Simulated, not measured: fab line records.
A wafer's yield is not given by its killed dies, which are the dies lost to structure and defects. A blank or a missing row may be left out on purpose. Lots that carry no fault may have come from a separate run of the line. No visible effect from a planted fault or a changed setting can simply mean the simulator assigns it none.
Chamber matching / flow nandHarc / rieSi-05 running NHARC_A_CHANNEL_FILL_D1_ETCHBACK_19: 4 sister chambers
The step etches the open film in HBr/Cl2, target depth 5 nm, time 1.7 s. 4 wafers are shown with their chamber, then 7 later ones without.

WAFERS PAIRED WITH THEIR CHAMBERS
wafer=L080.4; chamber=3; drypumpMotorCurrentA (A)=6.4
wafer=L091.1; chamber=0; drypumpMotorCurrentA (A)=5.9
wafer=L093.3; chamber=2; drypumpMotorCurrentA (A)=5.8
wafer=L093.5; chamber=1; drypumpMotorCurrentA (A)=5.4

WAFERS WHOSE CHAMBER IS MISSING
wafer=L093.6; drypumpMotorCurrentA (A)=5.8
wafer=L096.1; drypumpMotorCurrentA (A)=5.9
wafer=L096.5; drypumpMotorCurrentA (A)=5.5
wafer=L096.6; drypumpMotorCurrentA (A)=5.9
wafer=L097.1; drypumpMotorCurrentA (A)=5.4
wafer=L097.4; drypumpMotorCurrentA (A)=5.9
wafer=L097.5; drypumpMotorCurrentA (A)=5.7

WHICH CHAMBER EACH WENT THROUGH
wafer=L093.6; from the rows above=can't be placed: 2 or 0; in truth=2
wafer=L096.1; from the rows above=can't be placed: 0 or 2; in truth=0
wafer=L096.5; from the rows above=1; in truth=1
wafer=L096.6; from the rows above=can't be placed: 0 or 2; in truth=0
wafer=L097.1; from the rows above=1; in truth=1
wafer=L097.4; from the rows above=can't be placed: 0 or 2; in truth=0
wafer=L097.5; from the rows above=can't be placed: 2 or 0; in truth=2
Correct placement for 2 of the 7. From these rows, 5 cannot be placed; in 5 the true chamber is one of the candidates. Wrongly placed: 0.
How it was worked out, from the rows above alone: a wafer's distance from a chamber is the root of the sum, over the readings, of the square of ((its reading less the chamber's mean) divided by the reading's scatter). The wafer belongs to the nearest chamber; if the next one is less than 2 further off, it can't be placed. A chamber's mean is the mean of its shown wafers. The scatter (one wafer shown for each chamber): square how far every hidden wafer sits from the nearest shown wafer, average those squares and take the square root.
